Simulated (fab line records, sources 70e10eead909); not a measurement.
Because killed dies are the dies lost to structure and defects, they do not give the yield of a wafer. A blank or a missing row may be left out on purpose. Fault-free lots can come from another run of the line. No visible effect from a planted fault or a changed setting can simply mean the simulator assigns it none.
fab line records	flow nandHarc
record lots=12	wafers=36	lastDay=33
route steps=1302 shown A_STAIRCASE@789 END@1302
lots that met no fault: from a run of the same line without faults
startH: the number of hours between the record's first day and the start of the first shown wafer of the lot	waitH: hours elapsed since this lot's preceding step	" same as the row above	L1.1+2: several wafers, shown together as one row	- value missing, or start not given	* or withheld: withheld	< > ~ a bound
route shown NAME@n: NAME is a module with steps in the file, n the number in the route of the first one	usual: average and standard deviation across the fault-free wafers	same: alike in all rows	chamber/n: place in a boat	sites: per-site readings	_std_site: standard deviation of those values	_edge_site: inner sites' mean taken away from outer sites' mean	radiusMm: for every site, how far away it sits from the centre of the wafer	mask NAME#n: copy n	behind: the most recent tool/chamber to have shaped the wafer	hold: cause of the lot's hold/its duration in hours/its outcome	device: the transistor (n, p or np) that didn't switch	end of line: the route-end tests of the same wafers	for a step that has no rows: nothing shown but its recipe	killed: count of dies lost to structure and defects at first sort (not the wafer's yield)	map: dies across one wafer; x = killed, . = not, _ = none there
set.NAME: setting as actually run; set.NAME@STEP: the setting as run at that earlier step	model.NAME: the simulator's own value behind a step, which no gauge read
route steps across a sampled set of lots; one table per step, one row per wafer
services: the hour from which a tool's chamber was out of use, counted from the record's first day as startH (under 0 if before that day), plus the number of hours and why
## steps
# step NHARC_A_STAIRCASE_ETCH_273
# recipe targetDepthA=1.02e+05	timeS=2468.6	ionEnergyEv=800	c4f8FlowSccm=80	o2FlowSccm=60	arFlowSccm=withheld	rfW=600	biasW=3000	chemistry=C4F8/O2/Ar
# usual oesProductAu=0.939/0.013	rfVppV=1825/11
# same timeS=2468.6
lot.wafer	tool	chamber	startH	waitH	oesProductAu	rfHoursCounterH	rfVppV
L318.4	rieDiel-08	0	-	-	0.934	54	1830
L318.5	"	0	"	"	0.940	-	1830
L318.6	"	1	"	"	0.926	-	1825
L320.4	rieDiel-08	0	-	-	0.941	2	1830
L320.2	"	2	"	"	0.953	3	1827
L320.6	"	3	"	"	0.952	-	1817
L321.1	rieDiel-13	0	-	-	0.912	21	1818
L321.4	"	1	"	"	0.930	22	1847
L321.6	"	2	"	"	0.963	-	1828
L324.2	rieDiel-04	3	-	-	0.944	11	1820
L324.6	"	2	"	"	0.961	-	1846
L324.5	"	3	"	"	0.938	-	1820
L325.1	rieDiel-08	0	-	-	0.947	16	1830
L325.6	"	0	"	"	0.954	-	1828
L325.5	"	1	"	"	0.937	-	1823
L326.4	rieDiel-13	3	-	-	0.931	36	1810
L326.1	"	2	"	"	0.957	31	1828
L326.6	"	3	"	"	0.920	-	1810
L332.2	rieDiel-13	0	-	-	0.921	55	1816
L332.4	"	2	"	"	0.945	52	1827
L332.6	"	0	"	"	0.927	-	1815
L335.3	rieDiel-13	2	-	-	0.947	2	1826
L335.4	"	0	"	"	0.930	2	1816
L335.2	"	1	"	"	0.933	1	1844
L334.1	rieDiel-08	2	-	-	0.933	41	1826
L334.4	"	3	"	"	0.947	51	1815
L334.5	"	2	"	"	0.952	-	1826
L336.4	rieDiel-13	3	-	-	0.951	16	1809
L336.6	"	3	"	"	0.952	-	1809
L336.5	"	0	"	"	0.940	-	1815
L339.1	rieDiel-13	1	-	-	0.911	19	1844
L339.4	"	2	"	"	0.932	22	1826
L339.3	"	3	"	"	0.933	21	1810
L340.1	rieDiel-13	1	-	-	0.920	23	1844
L340.3	"	2	"	"	0.942	25	1825
L340.6	"	3	"	"	0.916	-	1809
# step NHARC_A_STAIRCASE_ETCH_292
# recipe cf4FlowSccm=100	chf3FlowSccm=30	arFlowSccm=0	rfW=500	biasW=200	chemistry=CF4/CHF3
# usual drypumpMotorCurrentA=5.8/0.47	oesProductAu=0.940/0.023	rfVppV=371.0/2.5	showerheadPlenumPTorr=1.58/0.071	throttleValvePct=16.801/0.0099
lot.wafer	tool	chamber	startH	waitH	drypumpMotorCurrentA	oesProductAu	rfHoursCounterH	rfVppV	showerheadPlenumPTorr	throttleValvePct
L318.5	rieDiel-04	0	372.71	0.1	6.1	0.922	-	373.1	1.63	16.800
L318.6	"	1	"	"	4.8	0.915	-	373.1	1.66	16.802
L318.4	"	2	"	"	6.0	0.924	-	375.4	1.70	16.799
L320.4	rieDiel-13	0	397.55	0.1	5.9	0.945	16	367.1	1.52	16.805
L320.2	"	2	"	"	5.9	0.980	16	371.3	1.58	16.812
L320.6	"	3	"	"	6.6	0.945	-	366.9	1.48	16.805
L321.4	rieDiel-04	2	412.49	0.1	6.0	0.997	10	375.6	1.70	16.797
L321.1	"	3	"	"	6.4	0.987	7	368.9	1.53	16.807
L321.6	"	1	"	"	4.8	0.959	-	373.9	1.65	16.795
L324.2	rieDiel-04	2	437.86	0.1	6.0	0.932	16	375.7	1.70	16.780
L324.5	"	0	"	"	6.1	0.907	-	372.4	1.62	16.812
L324.6	"	1	"	"	4.8	0.923	-	373.0	1.65	16.802
L325.1	rieDiel-04	3	452.38	0.1	6.4	0.936	20	370.3	1.53	16.785
L325.5	"	3	"	"	6.4	0.921	-	370.3	1.53	16.791
L325.6	"	0	"	"	6.1	0.912	-	373.0	1.62	16.795
L326.4	rieDiel-04	1	457.43	0.1	4.8	0.974	23	372.6	1.65	16.816
L326.1	"	2	"	"	6.0	0.977	22	373.8	1.69	16.799
L326.6	"	2	"	"	6.0	0.974	-	374.5	1.69	16.815
L332.4	rieDiel-08	1	523.20	0.1	5.9	0.972	45	369.2	1.55	16.794
L332.2	"	0	"	"	5.5	0.986	44	372.5	1.58	16.815
L332.6	"	1	"	"	5.9	0.968	-	369.5	1.55	16.811
L335.4	rieDiel-13	0	540.18	0.1	5.9	0.928	3	367.7	1.51	16.800
L335.3	"	1	"	"	5.5	0.927	3	376.5	1.69	16.785
L335.2	"	2	"	"	5.9	0.931	4	369.5	1.57	16.803
L334.1	rieDiel-13	0	540.80	0.1	5.9	0.972	4	367.8	1.51	16.796
L334.4	"	2	"	"	5.9	0.983	5	369.3	1.57	16.819
L334.5	"	0	"	"	5.9	0.958	-	367.4	1.51	16.784
L336.4	rieDiel-04	3	575.23	0.1	6.3	0.930	14	369.2	1.52	16.786
L336.5	"	2	"	"	6.0	0.943	-	375.5	1.69	16.785
L336.6	"	3	"	"	6.4	0.933	-	370.0	1.52	16.795
L339.1	rieDiel-13	0	588.07	0.1	5.9	0.918	21	368.1	1.51	16.802
L339.4	"	1	"	"	5.5	0.915	22	373.4	1.68	16.801
L339.3	"	2	"	"	5.9	0.935	24	370.1	1.56	16.797
L340.3	rieDiel-08	3	596.21	0.1	5.5	0.925	15	367.7	1.50	16.801
L340.1	"	1	"	"	5.9	0.906	16	369.0	1.54	16.789
L340.6	"	3	"	"	5.5	0.930	-	369.4	1.50	16.806
# step NHARC_A_STAIRCASE_HM_OPEN_460
# recipe o2FlowSccm=400	cosFlowSccm=20	arFlowSccm=0	rfW=500	biasW=300	chemistry=O2/COS
# usual drypumpMotorCurrentA=5.8/0.49	oesProductAu=1.001/0.01	rfVppV=468/3.1	showerheadPlenumPTorr=3.14/0.14	throttleValvePct=28.330/0.0079
lot.wafer	tool	chamber	startH	waitH	drypumpMotorCurrentA	oesProductAu	rfHoursCounterH	rfVppV	showerheadPlenumPTorr	throttleValvePct
L318.4	rieDiel-04	0	-	-	6.1	0.988	-	470	3.23	28.335
L318.5	"	0	"	"	6.1	0.987	-	469	3.23	28.334
L318.6	"	1	"	"	4.8	0.985	-	471	3.28	28.335
L320.2	rieDiel-13	3	-	-	6.6	0.997	16	464	2.94	28.331
L320.4	"	0	"	"	5.9	1.009	16	465	3.02	28.331
L320.6	"	3	"	"	6.6	0.997	-	464	2.93	28.319
L321.4	rieDiel-04	1	-	-	4.8	0.984	12	471	3.28	28.329
L321.1	"	3	"	"	6.4	1.011	7	465	3.04	28.325
L321.6	"	1	"	"	4.8	0.983	-	470	3.28	28.335
L324.2	rieDiel-04	3	-	-	6.4	1.016	14	466	3.03	28.327
L324.6	"	1	"	"	4.8	0.986	-	470	3.28	28.324
L324.5	"	2	"	"	6.0	1.004	-	472	3.36	28.337
L325.1	rieDiel-04	3	-	-	6.4	0.997	21	466	3.03	28.330
L325.5	"	1	"	"	4.8	1.002	-	470	3.27	28.335
L325.6	"	2	"	"	6.0	1.016	-	473	3.36	28.321
L326.4	rieDiel-04	1	-	-	4.8	0.996	23	470	3.27	28.328
L326.1	"	2	"	"	6.0	1.015	22	471	3.36	28.327
L326.6	"	2	"	"	6.0	1.005	-	472	3.36	28.326
L332.2	rieDiel-08	0	-	-	5.6	1.001	44	467	3.13	28.329
L332.4	"	3	"	"	5.5	0.997	49	464	2.98	28.333
L332.6	"	1	"	"	5.9	0.993	-	466	3.07	28.330
L335.4	rieDiel-13	2	-	-	5.9	1.011	5	467	3.11	28.345
L335.2	"	3	"	"	6.6	1.006	5	463	2.91	28.310
L335.3	"	0	"	"	5.9	1.008	3	464	3.00	28.336
L334.4	rieDiel-13	0	-	-	5.9	0.999	4	465	3.00	28.337
L334.1	"	1	"	"	5.5	0.990	3	473	3.34	28.326
L334.5	"	3	"	"	6.6	0.997	-	462	2.91	28.325
L336.4	rieDiel-04	3	-	-	6.4	1.005	14	464	3.01	28.346
L336.5	"	2	"	"	6.0	1.000	-	472	3.34	28.319
L336.6	"	3	"	"	6.4	0.993	-	465	3.01	28.325
L339.1	rieDiel-13	3	-	-	6.6	0.997	23	463	2.90	28.325
L339.4	"	0	"	"	5.9	1.000	21	465	2.99	28.356
L339.3	"	1	"	"	5.5	1.002	22	472	3.33	28.333
L340.1	rieDiel-08	1	-	-	5.9	0.982	16	467	3.06	28.331
L340.3	"	3	"	"	5.5	1.007	15	464	2.97	28.330
L340.6	"	2	"	"	5.4	1.009	-	467	3.10	28.330
# step NHARC_A_STAIRCASE_HM_DEP_462
# recipe targetThkA=8000	tempC=400	material=aC
# usual susceptorTempC=400.01/0.21	throttleValvePct=35.000/0.0092
lot.wafer	tool	chamber	startH	waitH	susceptorTempC	throttleValvePct
L318.4	aclDep-03	0	380.02	3.9	399.88	35.003
L318.5	"	0	"	"	399.85	34.998
L318.6	"	0	"	"	399.82	35.007
L320.2	aclDep-03	0	400.08	0.4	400.12	34.995
L320.4	"	0	"	"	400.22	35.008
L320.6	"	0	"	"	400.25	34.991
L321.1	aclDep-01	0	414.63	0.1	399.92	35.003
L321.4	"	0	"	"	399.95	34.999
L321.6	"	0	"	"	399.86	34.998
L324.2	aclDep-01	-	442.95	2.8	-	-
L324.5	"	-	"	"	-	-
L324.6	"	-	"	"	-	-
L325.1	aclDep-01	-	454.53	0.1	-	-
L325.5	"	-	455.77	1.3	-	-
L325.6	"	-	"	"	-	-
L326.1	aclDep-03	-	459.59	0.1	-	-
L326.4	"	-	"	"	-	-
L326.6	"	-	"	"	-	-
L332.2	aclDep-01	0	527.35	2.1	400.12	35.004
L332.4	"	0	"	"	400.35	34.996
L332.6	"	0	"	"	399.79	35.002
L334.1	aclDep-01	0	543.37	0.1	-	35.010
L334.4	"	0	"	"	-	35.004
L334.5	"	0	"	"	-	34.988
L335.2	aclDep-02	0	543.47	0.4	400.22	35.000
L335.3	"	0	"	"	400.07	35.012
L335.4	"	0	"	"	399.90	35.010
L336.4	aclDep-03	0	578.30	1.0	-	35.006
L336.5	"	0	"	"	-	34.997
L336.6	"	0	"	"	-	35.005
L339.1	aclDep-01	0	590.28	0.1	400.12	34.989
L339.3	"	0	"	"	400.22	35.002
L339.4	"	0	"	"	400.15	34.984
L340.1	aclDep-03	0	599.38	1.0	400.01	34.987
L340.3	"	0	"	"	400.48	35.002
L340.6	"	0	"	"	400.30	35.012
# step NHARC_END_SORT_01
# recipe tempC=25
# usual killedAtArray=55/20	killedAtOther=1.2/1.3	killedAtPeriphery=4.0/3	killedDies=60/21	killedOpen=3.2/1.9	killedShort=2.5/1.6
# same grossDies=677
lot.wafer	tool	chamber	startH	waitH	killedAtArray	killedAtOther	killedAtPeriphery	killedDies	killedOpen	killedShort
L324.2	prober-01	0	623.75	2.8	677	0	0	677	0	0
L324.5	prober-01	0	626.15	3.7	677	0	0	677	0	0
L324.6	prober-01	0	626.94	4.0	677	0	0	677	0	1
L325.1	prober-02	0	630.21	2.5	677	0	0	677	1	1
L325.5	prober-02	0	633.46	3.8	675	0	2	677	1	2
L325.6	prober-02	0	634.27	4.1	677	0	0	677	0	1
L326.1	prober-01	0	630.70	2.5	675	1	1	677	1	0
L326.4	prober-01	0	633.12	3.4	676	0	1	677	1	0
L326.6	prober-01	0	634.73	4.0	677	0	0	677	2	1
# killed by level:class
L324.2 A_STAIRCASE:lostPattern=669 A_CHANNEL_HOLE_D1:chamberFilmFlake=4 A_CHANNEL_HOLE_D2:chamberFilmFlake=2 A_CONTACT:chamberFilmFlake=1 A_M0:chamberFilmFlake=1
L324.5 A_STAIRCASE:lostPattern=662 A_CHANNEL_HOLE_D1:chamberFilmFlake=8 A_CHANNEL_HOLE_D2:chamberFilmFlake=6 A_STAIRCASE:areaDep=1
L324.6 A_STAIRCASE:lostPattern=666 A_CHANNEL_HOLE_D2:chamberFilmFlake=6 A_CHANNEL_HOLE_D1:chamberFilmFlake=3 A_WL_FILL:geometricParticle:short=1 A_SGD_CUT:chamberFilmFlake=1
L325.1 A_STAIRCASE:lostPattern=664 A_CHANNEL_HOLE_D2:chamberFilmFlake=4 A_CONTACT:chamberFilmFlake=3 A_SLIT:chamberFilmFlake=3 A_CHANNEL_FILL_D2:geometricParticle:open=1 A_BLC:geometricParticle:short=1 A_SGD_CUT:chamberFilmFlake=1
L326.1 A_STAIRCASE:lostPattern=662 A_CHANNEL_HOLE_D1:chamberFilmFlake=8 A_CHANNEL_HOLE_D2:chamberFilmFlake=3 A_CHANNEL_HOLE_D1:geometricParticle:open=1 P_BONDPAD:chamberFilmFlake=1 A_CHANNEL_FILL_D1:chamberFilmFlake=1 THIN_TSV:chamberFilmFlake=1
L326.4 A_STAIRCASE:lostPattern=667 A_CHANNEL_HOLE_D1:chamberFilmFlake=7 A_ONON_D2:geometricParticle:open=1 P_GATE:chamberFilmFlake=1 A_DECK1_JOINT:chamberFilmFlake=1
L325.5 A_STAIRCASE:lostPattern=670 A_SLIT:chamberFilmFlake=3 P_M0:geometricParticle:short=1 A_SOURCE_PLATE:geometricParticle:short=1 A_ONON_D2:geometricParticle:open=1 P_M1:chamberFilmFlake=1
L325.6 A_STAIRCASE:lostPattern=666 A_SLIT:chamberFilmFlake=5 A_CHANNEL_HOLE_D2:chamberFilmFlake=4 A_M1:geometricParticle:short=1 A_M0:chamberFilmFlake=1
L326.6 A_STAIRCASE:lostPattern=663 A_CHANNEL_HOLE_D1:chamberFilmFlake=8 A_ONON_D2:geometricParticle:open=1 A_SGD_CUT:geometricParticle:short=1 A_M0:geometricParticle:open=1 A_CHANNEL_HOLE_D2:chamberFilmFlake=1 A_CONTACT:chamberFilmFlake=1 A_STAIRCASE:areaDep=1
## services
tool	chamber	startH	hours	kind
rieDiel-13	0	351.06	-	clean
rieDiel-13	1	351.06	-	clean
rieDiel-13	1	351.06	-	consumableReplace:showerhead
rieDiel-13	2	351.06	-	clean
rieDiel-13	3	351.06	-	clean
rieDiel-04	-	356.45	9.0	pm
rieDiel-04	3	366.72	9.6	repair
rieDiel-08	-	368.13	9.0	pm
aclDep-01	-	371.58	13.0	pm
rieDiel-13	0	375.56	-	clean
rieDiel-13	1	375.56	-	clean
rieDiel-04	3	380.24	6.1	repair
rieDiel-04	1	398.20	6.0	repair
aclDep-02	-	426.60	13.0	pm
rieDiel-08	2	464.98	26.5	repair
aclDep-03	-	481.76	13.0	pm
rieDiel-13	1	502.11	6.3	repair
rieDiel-13	3	503.17	2.0	repair
rieDiel-13	-	519.06	9.0	pm
rieDiel-04	-	533.45	9.0	pm
rieDiel-08	-	545.13	9.0	pm
aclDep-01	-	553.41	13.0	pm
rieDiel-13	0	590.19	16.5	repair
rieDiel-13	3	593.53	2.5	repair
## key
firstSign step=NHARC_A_STAIRCASE_HM_DEP_462	reading=toolRecord	direction=missing
effect step=NHARC_END_SORT_01	reading=killedAtArray	direction=up	sigmas=31	usual=55	struck=676
metAt NHARC_A_STAIRCASE_HM_DEP_462
struckLots L324,L325,L326
laterRowsLeftOut L324.2,L324.5,L324.6,L325.1,L325.5,L325.6,L326.1,L326.4,L326.6
testerLeftOut L324,L325,L326
notActingAt NHARC_A_STAIRCASE_ETCH_273,NHARC_A_STAIRCASE_ETCH_292,NHARC_A_STAIRCASE_HM_OPEN_460
onsetBetween 414.63 442.95
fault kind=skippedStepWhole	tool=aclDep-01,aclDep-03	chamber=-	onsetH=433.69	steps=NHARC_A_STAIRCASE_HM_DEP_462	scope=struckLotsOnly
# testerLeftOut: of these lots the tester's yield and bins aren't shown, on N5 and GAA mostly nor the transistor test; their killed dies are dies lost to structure and defects alone, not to doping, threshold or leakage, so they don't give the yield
# laterRowsLeftOut: the simulator's readings of these wafers behind a module that went badly wrong aren't trusted and aren't shown, but for the sort
